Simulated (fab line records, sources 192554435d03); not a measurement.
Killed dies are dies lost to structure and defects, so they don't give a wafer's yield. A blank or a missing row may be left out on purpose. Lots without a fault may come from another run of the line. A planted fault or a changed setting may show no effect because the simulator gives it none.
Chamber matching | flow n5_finfet | N5_SD_EPI_N_ETCH_35 on rie_diel-01: 4 sister chambers
The step etches SOC in N2/H2, overetch 108 nm, time 486 s. 4 wafers are shown with their chamber, then 8 later ones without.

WAFERS WITH THEIR CHAMBER
wafer  | chamber | oes_product_au (a.u.)
L081.4 | 0       | 0.80
L085.5 | 2       | 0.63
L085.6 | 1       | 0.70
L086.1 | 3       | 0.82

WAFERS WITHOUT THEIR CHAMBER
wafer  | oes_product_au (a.u.)
L086.2 | 0.70
L086.3 | 0.64
L087.1 | 0.64
L087.2 | 0.79
L087.5 | 0.69
L096.1 | 0.61
L096.3 | 0.78
L096.4 | 0.76

WHICH CHAMBER EACH WENT THROUGH
wafer  | from the rows above          | in truth
L086.2 | 1                            | 1
L086.3 | 2                            | 2
L087.1 | 2                            | 2
L087.2 | can't be placed: 0 or 3      | 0
L087.5 | 1                            | 1
L096.1 | 2                            | 2
L096.3 | can't be placed: 0 or 3      | 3
L096.4 | can't be placed: 0 or 3 or 1 | 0
Placed correctly: 5 of 8. Can't be placed from these rows: 3 (the true chamber is among the candidates in 3). Placed wrongly: 0.
How it was worked out, from the rows above alone: a wafer's distance from a chamber is the root of the sum, over the readings, of the square of ((its reading less the chamber's mean) divided by the reading's scatter). The wafer belongs to the nearest chamber; if the next one is less than 2 further off, it can't be placed. A chamber's mean is the mean of its shown wafers. The scatter: with one shown wafer a chamber, the root of the mean of the squares of how far each hidden wafer lies from its nearest shown one.
